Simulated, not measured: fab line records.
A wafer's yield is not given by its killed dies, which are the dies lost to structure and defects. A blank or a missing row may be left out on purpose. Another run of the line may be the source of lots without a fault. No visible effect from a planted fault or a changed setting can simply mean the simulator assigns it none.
fab line records	flow nand-harc
[record] lots = 24	wafers = 72	last-day = 34
route steps=1302 shown P_ZERO_WELL@14 P_STI@91 P_GATE@189 P_CONTACT@236
lots with no fault: from the same line, run without faults
start-h: hours from the record's first day to the start of the lot's first wafer shown	wait-h: how many hours have passed since the lot's step before this one	" repeats the value in the row above	L1.1+2: several wafers, shown together as one row	- no value, or no start was given	* or withheld: withheld	< > ~ a bound
route shown NAME@n: names a module that has steps shown in the file, with the first one's number in the route	usual: mean/standard deviation of fault-free wafers	same: alike in all rows	chamber/n: place in a boat	sites: the reading at each site	_std_site: the values' standard deviation	_edge_site: inner sites' mean taken away from outer sites' mean	radius-mm: how far each site lies from the wafer's centre	mask NAME#n: copy n	behind: tool/chamber where the wafer was last shaped	hold: what put the lot on hold/how long, in hours/how the hold closed	device: whichever transistor did not switch (one of n, p or np)	end of line: tests run on the same wafers once the route is complete	for a step that has no rows: nothing shown but its recipe	killed: count of dies lost to structure and defects at first sort (not the wafer's yield)	map: shows each die of a wafer: x if killed, . if not, _ if none is there
set.NAME: the setting that was run; set.NAME@STEP: the one run at that earlier step	model.NAME: the simulator's own value behind a step, which no gauge read
a sample of lots followed through the steps of the route, with each step as a table and each wafer as a row
services: from which hour (start-h, from the record's first day; less than 0 if before it) a tool's chamber was out of use, for how many hours, and why
[[steps]]
[step NHARC_P_ZERO_WELL_CD_MEAS_11]
[recipe] target-cd-nm = 500	landing-energy-ev = 500
[usual] cd-nm = 500.3/2.1
lot.wafer	tool	chamber	start-h	wait-h	cd-nm
L074.1	cd-sem-02	0	21.24	-	505.5
L074.5	"	0	"	"	501.9
L074.6	"	0	"	"	498.1
L075.1	cd-sem-03	0	31.24	-	501.8
L075.2	"	0	"	"	497.8
L075.6	"	0	"	"	499.7
L076.2	cd-sem-01	0	41.12	-	496.9
L076.4	"	0	"	"	499.0
L076.5	"	0	"	"	499.7
L077.1	cd-sem-01	0	51.13	-	499.7
L077.3	"	0	"	"	501.7
L077.6	"	0	"	"	500.7
L078.3	cd-sem-01	0	61.12	-	504.2
L078.4	"	0	"	"	500.6
L078.6	"	0	"	"	501.5
L079.2	cd-sem-03	0	71.11	-	500.0
L079.4	"	0	"	"	502.4
L079.6	"	0	"	"	502.6
L080.3	cd-sem-03	0	81.25	-	500.4
L080.4	"	0	"	"	500.1
L080.5	"	0	"	"	498.9
L081.1	cd-sem-02	0	91.23	-	497.5
L081.2	"	0	"	"	501.6
L081.6	"	0	"	"	497.9
L082.1	cd-sem-02	0	101.24	-	502.8
L082.2	"	0	"	"	497.3
L082.6	"	0	"	"	503.5
L083.3	cd-sem-03	0	111.26	-	501.1
L083.4	"	0	"	"	500.3
L083.5	"	0	"	"	499.2
L084.2	cd-sem-02	0	121.12	-	501.9
L084.3	"	0	"	"	498.9
L084.5	"	0	"	"	498.4
L085.2	cd-sem-02	0	131.24	-	498.9
L085.5	"	0	"	"	501.1
L085.6	"	0	"	"	501.6
L086.3	cd-sem-01	0	141.25	-	498.9
L086.4	"	0	"	"	499.3
L086.5	"	0	"	"	500.6
L087.1	cd-sem-03	0	151.12	-	499.6
L087.2	"	0	"	"	503.8
L087.5	"	0	"	"	503.9
L088.2	cd-sem-01	0	161.12	-	498.4
L088.3	"	0	"	"	500.8
L088.5	"	0	"	"	499.1
L089.2	cd-sem-02	0	171.30	-	505.7
L089.4	"	0	"	"	496.7
L089.6	"	0	"	"	501.1
L090.1	cd-sem-01	0	181.24	-	497.6
L090.3	"	0	"	"	498.8
L090.6	"	0	"	"	500.1
L091.1	cd-sem-02	0	191.25	-	498.7
L091.2	"	0	"	"	499.8
L091.5	"	0	"	"	498.4
L092.1	cd-sem-03	0	201.24	-	503.8
L092.3	"	0	"	"	506.3
L092.6	"	0	"	"	502.3
L093.1	cd-sem-02	0	211.25	-	503.9
L093.3	"	0	"	"	502.3
L093.6	"	0	"	"	503.3
L094.1	cd-sem-03	0	221.30	-	499.0
L094.4	"	0	"	"	500.7
L094.5	"	0	"	"	499.4
L095.1	cd-sem-02	0	231.25	-	498.4
L095.3	"	0	"	"	498.4
L095.6	"	0	"	"	499.7
L096.2	cd-sem-01	0	241.24	-	501.0
L096.4	"	0	"	"	500.2
L096.6	"	0	"	"	500.5
L097.1	cd-sem-02	0	251.24	-	500.0
L097.3	"	0	"	"	500.6
L097.5	"	0	"	"	499.9
[step NHARC_P_STI_CD_MEAS_16]
[usual] cd-nm = 200/3.4
lot.wafer	tool	chamber	start-h	wait-h	cd-nm
L074.1	cd-sem-01	-	47.50	-	201
L074.5	"	-	"	"	198
L074.6	"	-	"	"	203
L075.1	cd-sem-02	-	56.34	-	196
L075.2	"	-	"	"	197
L075.6	"	-	"	"	203
L076.2	cd-sem-01	-	66.50	-	202
L076.4	"	-	"	"	203
L076.5	"	-	"	"	207
L077.1	cd-sem-03	-	77.12	-	198
L077.3	"	-	"	"	195
L077.6	"	-	"	"	199
L078.3	cd-sem-01	-	85.98	-	197
L078.4	"	-	"	"	198
L078.6	"	-	"	"	201
L079.2	cd-sem-03	-	95.80	-	206
L079.4	"	-	"	"	201
L079.6	"	-	"	"	204
L080.3	cd-sem-02	-	104.94	-	201
L080.4	"	-	"	"	203
L080.5	"	-	"	"	205
L081.1	cd-sem-01	-	115.82	-	200
L081.2	"	-	"	"	202
L081.6	"	-	"	"	200
L082.1	cd-sem-01	-	123.80	-	196
L082.2	"	-	"	"	197
L082.6	"	-	"	"	198
L083.3	cd-sem-01	-	136.50	-	194
L083.4	"	-	"	"	196
L083.5	"	-	"	"	196
L084.2	cd-sem-01	-	146.85	-	200
L084.3	"	-	"	"	201
L084.5	"	-	"	"	202
L085.2	cd-sem-01	-	156.22	-	198
L085.5	"	-	"	"	197
L085.6	"	-	"	"	194
L086.3	cd-sem-02	-	165.02	-	195
L086.4	"	-	"	"	199
L086.5	"	-	"	"	195
L087.1	cd-sem-02	-	179.41	-	199
L087.2	"	-	"	"	197
L087.5	"	-	"	"	197
L088.2	cd-sem-01	-	187.01	-	198
L088.3	"	-	"	"	202
L088.5	"	-	"	"	199
L089.2	cd-sem-02	-	195.15	-	205
L089.4	"	-	"	"	200
L089.6	"	-	"	"	207
L090.1	cd-sem-03	-	203.38	-	196
L090.3	"	-	"	"	194
L090.6	"	-	"	"	198
L091.1	cd-sem-03	-	213.61	-	201
L091.2	"	-	"	"	207
L091.5	"	-	"	"	203
L092.1	cd-sem-03	-	226.30	-	193
L092.3	"	-	"	"	192
L092.6	"	-	"	"	198
L093.1	cd-sem-03	-	236.86	-	193
L093.3	"	-	"	"	199
L093.6	"	-	"	"	194
L094.1	cd-sem-02	-	246.02	-	198
L094.4	"	-	"	"	197
L094.5	"	-	"	"	197
L095.1	cd-sem-02	-	253.80	-	203
L095.3	"	-	"	"	203
L095.6	"	-	"	"	205
L096.2	cd-sem-03	-	264.58	-	199
L096.4	"	-	"	"	205
L096.6	"	-	"	"	204
L097.1	cd-sem-02	-	274.55	-	202
L097.3	"	-	"	"	204
L097.5	"	-	"	"	204
[step NHARC_P_GATE_STRIP_112]
[recipe] power-w = 1500	temp-c = 110	time-s = 200	chemistry = N2/H2
[usual] drypump-motor-current-A = 5.5/0.39	heater-power-w = 92/7.2
lot.wafer	tool	chamber	start-h	wait-h	drypump-motor-current-A	heater-power-w	rf-hours-counter-h
L074.1	plasma-asher-01	0	114.27	0.2	5.1	95	23
L074.6	"	0	"	"	5.0	101	-
L074.5	"	1	"	"	5.6	95	-
L075.2	plasma-asher-01	1	120.28	0.2	5.6	95	24
L075.1	"	0	"	"	5.0	99	24
L075.6	"	0	"	"	5.0	101	-
L076.2	plasma-asher-02	0	132.73	0.2	5.6	89	8
L076.4	"	1	"	"	6.2	78	-
L076.5	"	1	"	"	6.2	76	-
L077.1	plasma-asher-02	0	146.81	0.2	5.6	85	11
L077.3	"	0	"	"	5.6	87	-
L077.6	"	0	"	"	5.6	84	-
L078.4	plasma-asher-01	1	153.84	0.2	5.7	94	-
L078.3	"	0	"	"	5.0	98	-
L078.6	"	0	"	"	5.0	97	-
L079.2	plasma-asher-01	1	167.97	0.2	5.7	94	34
L079.4	"	1	"	"	5.6	94	-
L079.6	"	1	"	"	5.6	95	-
L080.4	plasma-asher-02	1	169.89	0.2	6.1	77	-
L080.3	"	0	"	"	5.6	89	-
L080.5	"	0	"	"	5.6	85	-
L081.2	plasma-asher-02	0	184.98	0.2	5.6	89	19
L081.1	"	1	"	"	6.2	78	19
L081.6	"	0	"	"	5.6	88	-
L082.2	plasma-asher-01	0	201.03	0.2	5.0	98	1
L082.1	"	1	"	"	5.7	95	1
L082.6	"	1	"	"	5.6	94	-
L083.3	plasma-asher-01	0	206.18	0.2	5.0	99	-
L083.4	"	1	"	"	5.7	95	-
L083.5	"	1	"	"	5.6	98	-
L084.2	plasma-asher-02	0	220.98	0.3	5.6	84	27
L084.3	"	1	"	"	6.2	77	-
L084.5	"	1	"	"	6.2	77	-
L085.2	plasma-asher-01	1	231.99	0.2	5.6	93	6
L085.6	"	0	"	"	5.0	99	-
L085.5	"	1	"	"	5.6	95	-
L086.3	plasma-asher-01	0	237.40	0.2	5.0	95	-
L086.4	"	1	"	"	5.7	98	-
L086.5	"	1	"	"	5.7	96	-
L088.2	plasma-asher-01	1	253.58	0.2	5.6	94	11
L088.3	"	0	"	"	5.0	98	-
L088.5	"	1	"	"	5.6	92	-
L087.2	plasma-asher-01	1	255.94	0.4	5.6	94	13
L087.1	"	0	"	"	5.0	98	13
L087.5	"	1	"	"	5.6	96	-
L089.2	plasma-asher-01	0	259.20	0.2	5.0	97	15
L089.4	"	0	"	"	5.0	98	-
L089.6	"	0	"	"	5.0	98	-
L090.1	plasma-asher-01	0	268.51	0.2	5.0	97	17
L090.3	"	0	"	"	5.0	97	-
L090.6	"	0	"	"	5.0	96	-
L091.1	plasma-asher-01	0	281.16	0.2	5.0	95	20
L091.2	"	1	"	"	5.7	95	20
L091.5	"	1	"	"	5.6	95	-
L092.1	plasma-asher-01	0	295.08	0.2	5.0	97	23
L092.3	"	0	"	"	5.0	98	-
L092.6	"	1	"	"	5.6	93	-
L093.1	plasma-asher-01	1	303.74	0.2	5.6	95	24
L093.3	"	0	"	"	5.0	95	-
L093.6	"	1	"	"	5.6	95	-
L094.1	plasma-asher-01	0	314.78	0.2	5.1	98	26
L094.4	"	0	"	"	5.1	98	-
L094.5	"	0	"	"	5.1	96	-
L095.1	plasma-asher-01	0	320.93	0.2	5.0	96	28
L095.3	"	0	"	"	5.1	98	-
L095.6	"	0	"	"	5.0	99	-
L096.2	plasma-asher-02	0	336.72	0.2	5.6	84	15
L096.4	"	0	"	"	5.6	87	-
L096.6	"	1	"	"	6.2	76	-
L097.1	plasma-asher-02	0	344.15	0.2	5.6	86	16
L097.3	"	1	"	"	6.2	77	-
L097.5	"	0	"	"	5.6	87	-
[step NHARC_P_GATE_DEGAS_109]
[recipe] temp-c = 300	time-s = 60
[usual] heater-power-w = 456/47	susceptor-temp-C = 299.98/0.19
lot.wafer	tool	chamber	start-h	wait-h	heater-power-w	susceptor-temp-C
L074.1	pvd-sputter-02	-	117.57	0.1	428	300.04
L074.6	"	-	"	"	450	300.07
L074.5	"	-	"	"	375	300.00
L075.2	pvd-sputter-03	-	123.58	0.1	455	299.79
L075.1	"	-	"	"	474	299.95
L075.6	"	-	"	"	451	300.01
L076.4	pvd-sputter-02	-	136.14	0.1	441	300.08
L076.2	"	-	"	"	446	299.62
L076.5	"	-	"	"	436	300.24
L077.1	pvd-sputter-02	-	150.45	0.1	517	300.02
L077.3	"	-	"	"	447	299.81
L077.6	"	-	"	"	519	300.00
L078.3	pvd-sputter-02	-	156.91	0.1	451	300.34
L078.4	"	-	"	"	518	299.80
L078.6	"	-	"	"	394	299.89
L079.4	pvd-sputter-02	-	171.23	0.1	459	300.02
L079.2	"	-	"	"	382	300.00
L079.6	"	-	"	"	386	299.86
L080.3	pvd-sputter-01	-	173.13	0.1	380	300.01
L080.4	"	-	"	"	495	300.15
L080.5	"	-	"	"	564	300.17
L081.2	pvd-sputter-01	-	188.27	0.1	463	300.25
L081.1	"	-	"	"	507	299.73
L081.6	"	-	"	"	380	300.07
L082.1	pvd-sputter-03	-	204.23	0.1	422	299.90
L082.2	"	-	"	"	437	300.43
L082.6	"	-	"	"	451	300.06
L083.3	pvd-sputter-02	-	209.39	0.1	387	300.03
L083.4	"	-	"	"	443	300.24
L083.5	"	-	"	"	474	300.02
L084.2	pvd-sputter-02	-	224.28	0.1	395	300.04
L084.3	"	-	"	"	435	300.20
L084.5	"	-	"	"	520	300.28
L085.2	pvd-sputter-03	-	235.26	0.1	508	299.49
L085.6	"	-	"	"	407	299.88
L085.5	"	-	"	"	444	299.83
L086.4	pvd-sputter-03	-	240.52	0.1	452	300.04
L086.3	"	-	"	"	434	300.02
L086.5	"	-	"	"	511	299.72
L088.3	pvd-sputter-02	-	256.75	0.1	512	300.05
L088.2	"	-	"	"	382	300.12
L088.5	"	-	"	"	429	299.74
L087.2	pvd-sputter-02	-	259.36	0.1	441	299.75
L087.1	"	-	"	"	392	300.02
L087.5	"	-	"	"	421	299.85
L089.4	pvd-sputter-03	-	262.36	0.1	419	-
L089.2	"	-	"	"	429	-
L089.6	"	-	"	"	431	-
L090.1	pvd-sputter-02	-	271.67	0.1	434	299.92
L090.3	"	-	"	"	397	300.00
L090.6	"	-	"	"	510	300.05
L091.2	pvd-sputter-03	-	284.46	0.1	450	300.18
L091.1	"	-	"	"	448	300.16
L091.5	"	-	"	"	447	300.05
L092.3	pvd-sputter-02	-	298.27	0.1	400	299.85
L092.1	"	-	"	"	431	299.80
L092.6	"	-	"	"	547	299.92
L093.1	pvd-sputter-02	-	306.88	0.1	456	299.97
L093.3	"	-	"	"	396	299.78
L093.6	"	-	"	"	451	299.91
L094.1	pvd-sputter-03	-	318.00	0.1	428	299.95
L094.4	"	-	"	"	453	299.40
L094.5	"	-	"	"	448	299.86
L095.1	pvd-sputter-03	-	324.23	0.1	429	300.10
L095.3	"	-	"	"	511	300.15
L095.6	"	-	"	"	456	299.94
L096.2	pvd-sputter-02	-	339.90	0.1	421	299.80
L096.4	"	-	"	"	545	299.87
L096.6	"	-	"	"	456	299.97
L097.1	pvd-sputter-02	-	347.59	0.1	555	299.99
L097.3	"	-	"	"	448	299.78
L097.5	"	-	"	"	532	300.00
[step NHARC_P_CONTACT_ETCH_35]
[recipe] target-depth-a = 390	over-etch-frac = 0.3	time-s = 65	ion-energy-ev = 80	cf4-flow-sccm = 150	ar-flow-sccm = 0	rf-w = 300	bias-w = 100	chemistry = CF4
[usual] drypump-motor-current-A = 5.6/0.39	oes-product-au = 1.006/0.014	rf-vpp-V = 151.0/1.1	showerhead-plenum-p-Torr = 1.74/0.075	throttle-valve-pct = 13.284/0.0096
[same] over-etch-frac = 0.3
lot.wafer	tool	chamber	start-h	wait-h	drypump-motor-current-A	oes-product-au	rf-hours-counter-h	rf-vpp-V	showerhead-plenum-p-Torr	throttle-valve-pct
L074.1	rie-diel-11	1	120.41	0.1	6.5	0.993	0.9	151.6	1.88	13.271
L074.5	"	2	"	"	5.2	1.005	-	150.2	1.68	13.292
L074.6	"	3	"	"	6.2	1.025	-	149.1	1.72	13.290
L075.1	rie-diel-11	2	126.51	0.1	5.2	1.002	1.2	149.7	1.68	13.294
L075.2	"	0	"	"	5.7	0.992	1.3	152.0	1.73	13.279
L075.6	"	2	"	"	5.2	1.008	-	151.2	1.68	13.284
L076.4	rie-diel-08	2	139.00	0.1	5.5	1.026	7.6	150.5	1.68	13.290
L076.2	"	0	"	"	5.6	1.002	7.2	152.7	1.72	13.269
L076.5	"	3	"	"	5.7	1.001	-	151.5	1.85	13.303
L077.1	rie-diel-06	0	153.30	0.1	5.6	1.018	0.4	149.8	1.66	13.290
L077.3	"	1	"	"	5.1	0.982	0.4	152.6	1.77	13.286
L077.6	"	3	"	"	5.5	1.007	-	153.1	1.87	13.275
L078.4	rie-diel-06	0	159.62	0.1	5.6	1.033	0.8	148.7	1.66	13.291
L078.3	"	1	"	"	5.1	0.996	0.8	151.0	1.77	13.304
L078.6	"	3	"	"	5.5	1.031	-	151.4	1.87	13.282
L079.2	rie-diel-11	0	173.94	0.1	5.7	0.996	2.6	149.9	1.73	13.301
L079.4	"	1	"	"	6.5	0.989	2.6	151.6	1.88	13.283
L079.6	"	1	"	"	6.6	0.994	-	152.2	1.88	13.273
L080.4	rie-diel-08	1	175.96	0.1	5.0	1.013	10.1	151.0	1.75	13.296
L080.3	"	0	"	"	5.6	1.003	9.7	149.5	1.72	13.294
L080.5	"	2	"	"	5.5	1.004	-	150.4	1.68	13.283
L081.2	rie-diel-06	3	191.11	0.1	5.5	1.030	1.8	153.8	1.87	13.286
L081.1	"	0	"	"	5.6	1.028	1.7	150.9	1.66	13.286
L081.6	"	3	"	"	5.5	1.028	-	151.8	1.87	13.271
L082.2	rie-diel-08	3	207.06	0.1	5.7	1.000	0.1	151.8	1.85	13.277
L082.1	"	0	"	"	5.6	1.018	0.2	151.4	1.72	13.252
L082.6	"	3	"	"	5.7	0.998	-	153.0	1.85	13.285
L083.4	rie-diel-08	2	212.28	0.1	5.4	1.015	1.1	151.2	1.68	13.287
L083.3	"	3	"	"	5.7	1.004	1.1	151.2	1.85	13.278
L083.5	"	0	"	"	5.6	1.012	-	151.1	1.72	13.286
L084.2	rie-diel-08	3	227.15	0.1	5.7	1.012	1.8	152.7	1.85	13.284
L084.3	"	1	"	"	5.0	1.010	1.5	150.1	1.75	13.275
L084.5	"	2	"	"	5.5	1.010	-	150.2	1.68	13.289
L085.2	rie-diel-08	0	238.08	0.1	5.6	1.010	2.2	152.7	1.72	13.293
L085.6	"	0	"	"	5.6	1.005	-	151.8	1.72	13.289
L085.5	"	1	"	"	5.0	1.001	-	150.0	1.75	13.274
L086.3	rie-diel-08	1	243.36	0.1	5.0	1.004	2.6	150.7	1.75	13.277
L086.4	"	2	"	"	5.5	1.007	2.7	150.8	1.68	13.272
L086.5	"	3	"	"	5.7	1.002	-	152.5	1.85	13.278
L088.2	rie-diel-08	3	259.60	0.1	5.7	1.009	3.6	150.7	1.85	13.282
L088.3	"	0	"	"	5.6	1.018	3.7	150.2	1.72	13.287
L088.5	"	2	"	"	5.5	1.027	-	151.3	1.68	13.281
L087.1	rie-diel-06	0	262.27	0.1	5.6	1.020	3.3	150.2	1.66	13.280
L087.2	"	2	"	"	5.6	0.993	3.2	148.9	1.66	13.285
L087.5	"	1	"	"	5.1	0.985	-	150.3	1.76	13.276
L089.4	rie-diel-11	3	265.06	0.1	6.2	0.997	0.0	150.8	1.72	13.280
L089.2	"	2	"	"	5.2	1.000	0.0	151.1	1.68	13.292
L089.6	"	3	"	"	6.2	1.014	-	151.0	1.72	13.294
L090.3	rie-diel-11	1	274.41	0.1	6.5	0.989	0.3	151.8	1.88	13.285
L090.1	"	3	"	"	6.2	1.012	0.5	151.6	1.72	13.289
L090.6	"	2	"	"	5.2	1.002	-	150.7	1.68	13.289
L091.2	rie-diel-06	2	287.30	0.1	5.6	1.008	3.9	149.2	1.66	13.299
L091.1	"	3	"	"	5.5	1.024	4.0	151.1	1.87	13.299
L091.5	"	2	"	"	5.6	1.004	-	149.9	1.66	13.277
L092.3	rie-diel-06	2	300.98	0.1	5.6	1.013	4.5	150.1	1.66	13.301
L092.1	"	3	"	"	5.5	1.016	4.8	152.7	1.87	13.297
L092.6	"	1	"	"	5.1	0.989	-	150.1	1.76	13.286
L093.3	rie-diel-11	2	309.64	0.1	5.2	0.990	1.4	151.9	1.68	13.282
L093.1	"	1	"	"	6.5	0.978	1.3	152.6	1.88	13.293
L093.6	"	3	"	"	6.1	1.005	-	151.1	1.72	13.296
L094.1	rie-diel-08	0	320.83	0.1	5.6	1.016	6.7	151.3	1.72	13.279
L094.4	"	1	"	"	5.0	1.020	6.3	150.6	1.75	13.272
L094.5	"	0	"	"	5.6	1.006	-	151.3	1.72	13.289
L095.1	rie-diel-06	0	327.05	0.1	5.6	1.001	0.1	150.0	1.66	13.290
L095.3	"	1	"	"	5.1	0.969	0.1	150.8	1.76	13.266
L095.6	"	1	"	"	5.1	0.965	-	151.1	1.76	13.278
L096.2	rie-diel-11	1	342.73	0.1	6.5	0.971	2.1	152.6	1.88	13.285
L096.4	"	2	"	"	5.2	1.002	2.3	149.5	1.68	13.283
L096.6	"	0	"	"	5.7	1.005	-	149.9	1.73	13.288
L097.3	rie-diel-06	1	350.68	0.1	5.1	0.970	1.1	151.8	1.76	13.287
L097.1	"	2	"	"	5.6	0.995	1.1	149.4	1.66	13.285
L097.5	"	1	"	"	5.1	0.964	-	151.5	1.76	13.284
[step NHARC_P_CONTACT_CVD_23]
[recipe] target-thk-a = 2000	temp-c = 300	pressure-torr = 40	wf6-flow-sccm = 40	h2-flow-sccm = 1600	ar-flow-sccm = 1560	time-s = 557	material = W
[usual] heater-power-w = 453/25	susceptor-temp-C = 299.99/0.16	throttle-valve-pct = 7.8/0.4
lot.wafer	tool	chamber	start-h	wait-h	heater-power-w	susceptor-temp-C	throttle-valve-pct
L074.1	cvd-w-02	0	-	-	437	-	8.0
L074.6	"	1	"	"	445	-	7.4
L074.5	"	0	"	"	438	-	7.9
L075.2	cvd-w-02	0	-	-	447	300.04	8.0
L075.1	"	1	"	"	444	300.00	7.2
L075.6	"	0	"	"	440	300.06	8.0
L076.2	cvd-w-01	0	-	-	500	299.79	7.9
L076.4	"	1	"	"	470	300.01	7.9
L076.5	"	0	"	"	499	299.91	8.2
L077.1	cvd-w-02	0	-	-	440	299.87	8.1
L077.3	"	0	"	"	444	300.17	8.0
L077.6	"	1	"	"	452	300.10	7.2
L078.4	cvd-w-02	0	-	-	445	299.92	7.9
L078.3	"	1	"	"	447	300.06	7.2
L078.6	"	1	"	"	456	299.84	7.0
L079.2	cvd-w-02	1	-	-	447	300.14	7.0
L079.4	"	1	"	"	445	300.14	7.2
L079.6	"	1	"	"	442	299.90	7.4
L080.3	cvd-w-02	1	-	-	445	299.91	7.6
L080.4	"	0	"	"	441	300.04	7.9
L080.5	"	1	"	"	448	299.90	7.4
L081.2	cvd-w-02	1	-	-	450	299.83	7.2
L081.1	"	0	"	"	439	300.05	8.1
L081.6	"	1	"	"	433	299.85	7.2
L082.1	cvd-w-01	1	-	-	446	-	8.1
L082.2	"	0	"	"	499	-	8.3
L082.6	"	0	"	"	496	-	8.2
L083.4	cvd-w-01	0	-	-	499	300.01	8.2
L083.3	"	1	"	"	442	299.84	7.8
L083.5	"	0	"	"	488	300.12	8.1
L084.2	cvd-w-01	1	-	-	441	-	8.1
L084.3	"	0	"	"	489	-	8.2
L084.5	"	0	"	"	500	-	8.2
L085.2	cvd-w-01	1	-	-	433	300.26	7.7
L085.5	"	0	"	"	505	299.56	8.2
L085.6	"	1	"	"	452	300.11	8.0
L086.4	cvd-w-02	0	-	-	446	299.78	7.8
L086.3	"	1	"	"	451	299.93	7.2
L086.5	"	0	"	"	444	299.78	8.0
L088.2	cvd-w-02	1	-	-	440	300.03	7.5
L088.3	"	1	"	"	448	299.97	7.4
L088.5	"	0	"	"	441	300.08	8.1
L087.1	cvd-w-01	1	-	-	433	299.89	8.1
L087.2	"	0	"	"	488	300.06	8.4
L087.5	"	0	"	"	501	300.15	8.3
L089.2	cvd-w-02	0	-	-	445	299.93	8.2
L089.4	"	1	"	"	454	299.97	7.3
L089.6	"	0	"	"	453	299.94	8.2
L090.1	cvd-w-01	1	-	-	447	300.07	8.2
L090.3	"	0	"	"	501	300.32	8.1
L090.6	"	1	"	"	434	299.80	8.0
L091.1	cvd-w-02	0	-	-	426	300.16	8.0
L091.2	"	1	"	"	457	299.90	7.2
L091.5	"	1	"	"	456	300.07	7.3
L092.1	cvd-w-02	0	-	-	416	299.69	8.1
L092.3	"	1	"	"	461	299.95	7.3
L092.6	"	0	"	"	413	299.89	8.2
L093.1	cvd-w-02	0	-	-	411	299.86	8.3
L093.3	"	1	"	"	458	300.02	7.4
L093.6	"	0	"	"	405	299.79	8.1
L094.1	cvd-w-01	0	-	-	497	300.01	8.3
L094.4	"	0	"	"	489	299.90	8.2
L094.5	"	0	"	"	497	300.06	8.1
L095.1	cvd-w-01	0	-	-	493	300.26	8.3
L095.3	"	1	"	"	445	299.95	7.7
L095.6	"	0	"	"	494	299.72	8.4
L096.2	cvd-w-02	0	-	-	424	299.98	8.2
L096.4	"	1	"	"	457	300.54	7.2
L096.6	"	1	"	"	451	300.36	7.4
L097.1	cvd-w-02	1	-	-	454	300.37	7.4
L097.3	"	1	"	"	450	300.07	7.1
L097.5	"	0	"	"	418	300.28	8.2
[[services]]
tool	chamber	start-h	hours	kind
pvd-sputter-02	-	104.00	10.0	pm
rie-diel-08	3	109.59	7.8	repair
rie-diel-06	2	113.68	7.4	repair
rie-diel-06	2	122.09	4.4	repair
rie-diel-08	0	125.06	8.9	repair
rie-diel-06	-	130.20	9.0	pm
rie-diel-06	1	144.44	2.4	repair
rie-diel-08	2	155.93	4.1	repair
pvd-sputter-03	-	165.68	2.6	repair
pvd-sputter-03	-	170.03	10.0	pm
plasma-asher-01	-	179.66	9.0	pm
cvd-w-01	-	185.00	13.0	pm
rie-diel-08	-	190.90	9.0	pm
pvd-sputter-03	-	244.05	7.5	repair
pvd-sputter-03	-	252.58	5.7	repair
cvd-w-02	-	269.00	13.0	pm
rie-diel-08	1	274.06	19.3	repair
rie-diel-06	-	277.15	0.7	repair
pvd-sputter-02	-	282.00	10.0	pm
rie-diel-06	3	282.90	1.3	repair
rie-diel-08	3	286.08	7.2	repair
rie-diel-08	1	295.83	5.6	repair
rie-diel-06	-	307.21	9.0	pm
cvd-w-02	-	329.61	12.4	repair
[[key]]
fault none
